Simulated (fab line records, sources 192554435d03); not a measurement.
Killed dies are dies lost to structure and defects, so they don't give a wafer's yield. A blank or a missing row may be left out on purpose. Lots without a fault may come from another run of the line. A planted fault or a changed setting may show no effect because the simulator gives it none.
Problem report in the 8D (eight disciplines) form, filled by code | flow n5_finfet | the parts of the form that need people (team, actions taken, sign-off) are left out

1. THE PROBLEM
sort_bin_5_function at N5_PASSIVATION_PROBE_49 reads a mean of 95.7 % on 6 wafers of 2 lots; wafers without a fault read 5.2 % with a standard deviation of 0.98. That is +92 standard deviations from the usual mean.
First seen on wafer L112.1, day 15 00:32, on prober-01. The record holds 9 wafers of 3 lots with a number at this step. Rule for "out", or "out of limits": more than 4 standard deviations from the usual mean. The other wafers with a number count as sound.

2. WHAT IT IS AND WHAT IT IS NOT
question                    | is                                                                                                                      | is not
which readings at this step | sort_bin_5_function, defect_limited_yield, killed_at_front_end, killed_dies, killed_on_rim, sort_n_pass, sort_yield_pct | killed_at_M0_to_M3, killed_at_M4_up, killed_at_other, sort_bin_6_memory, sort_bin_8_speed
which lots                  | L112, L116                                                                                                              | L121
which wafers of those lots  | all that have a number                                                                                                  | -
read on which tools         | prober-01                                                                                                               | prober-02
when                        | from day 15 00:32                                                                                                       | up to then (0 sound wafers); but 3 sound wafers of L121 came after

3. SUSPECTS, AND WHAT RULES EACH OUT
Counting: a tool at a process step up to the reading stays a suspect if it ran every lot that is out and no sound lot after the first of them.
- rie_diel-03 at N5_FIN_CUT_STRIP_22 (strips in N2/H2): ruled out as a lasting fault. Sound lots L121 ran on it after its first lot that is out, L112 (day 3 17:12).
- ald_sin-02 at N5_STI_FIN_REVEAL_ALD_14 (deposits Si3N4, target thk 3 nm): kept. It ran every lot that is out, first L112 (day 3 17:35), and no sound lot after that.
- lpcvd-02 at N5_DUMMY_GATE_CVD_03 (deposits a-Si from SiH4, target thk 150 nm, time 8042 s): ruled out as a lasting fault. Sound lots L121 ran on it after its first lot that is out, L112 (day 4 02:25).
- prober-01 at N5_PASSIVATION_PROBE_49: kept. It ran every lot that is out, first L112 (day 15 00:32), and no sound lot after that. Its own readings are out on those wafers: defect_limited_yield, killed_at_front_end, killed_dies, killed_on_rim, sort_bin_5_function, sort_n_pass, sort_yield_pct.
Left after counting: ald_sin-02 at N5_STI_FIN_REVEAL_ALD_14, prober-01 at N5_PASSIVATION_PROBE_49.

4. THE CAUSE (what the simulator had put in)
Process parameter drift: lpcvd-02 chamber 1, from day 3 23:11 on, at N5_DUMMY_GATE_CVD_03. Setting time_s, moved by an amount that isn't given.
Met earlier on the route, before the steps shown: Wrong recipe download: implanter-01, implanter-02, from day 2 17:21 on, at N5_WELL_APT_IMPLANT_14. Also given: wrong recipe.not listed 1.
Counting ruled it out, wrongly: the rule takes a fault to strike every lot that its tool runs from its start on, and this one did not.

5. THE CHAIN OF EFFECTS, in route order
Each row: a reading whose mean over the struck wafers that have a number lies more than 3 standard deviations from the usual. Only readings for which the record gives a usual standard deviation are gone through. hours: the time from each lot's start at the first step in this table that gives one to its start at this step, as a median over the lots. sigmas: the change in usual standard deviations.
hours | step                    | reading              | usual  | on struck wafers | change | sigmas
0     | N5_PASSIVATION_PROBE_49 | defect_limited_yield | 91.1 % | 0.0              | -91.1  | -65
0     | N5_PASSIVATION_PROBE_49 | killed_at_front_end  | 44     | 1107             | +1063  | +89
0     | N5_PASSIVATION_PROBE_49 | killed_dies          | 104    | 1180             | +1076  | +63
0     | N5_PASSIVATION_PROBE_49 | killed_on_rim        | 14     | 152              | +138   | +35
0     | N5_PASSIVATION_PROBE_49 | sort_bin_5_function  | 5.2 %  | 95.7             | +90.5  | +92
0     | N5_PASSIVATION_PROBE_49 | sort_n_pass          | 1075   | 0                | -1075  | -63
0     | N5_PASSIVATION_PROBE_49 | sort_yield_pct       | 91.1 % | 0.0              | -91.1  | -65
The process steps in it:
- N5_PASSIVATION_PROBE_49

6. WHAT WOULD HAVE CAUGHT IT SOONER
In this record the first reading out of limits was taken at day 15 00:32, 265 hours after the fault began at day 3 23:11.
Of the tool readings at N5_DUMMY_GATE_CVD_03 for which the record gives a usual standard deviation, none was out on any struck wafer, so an alarm limit of 4 standard deviations on them would not have fired.
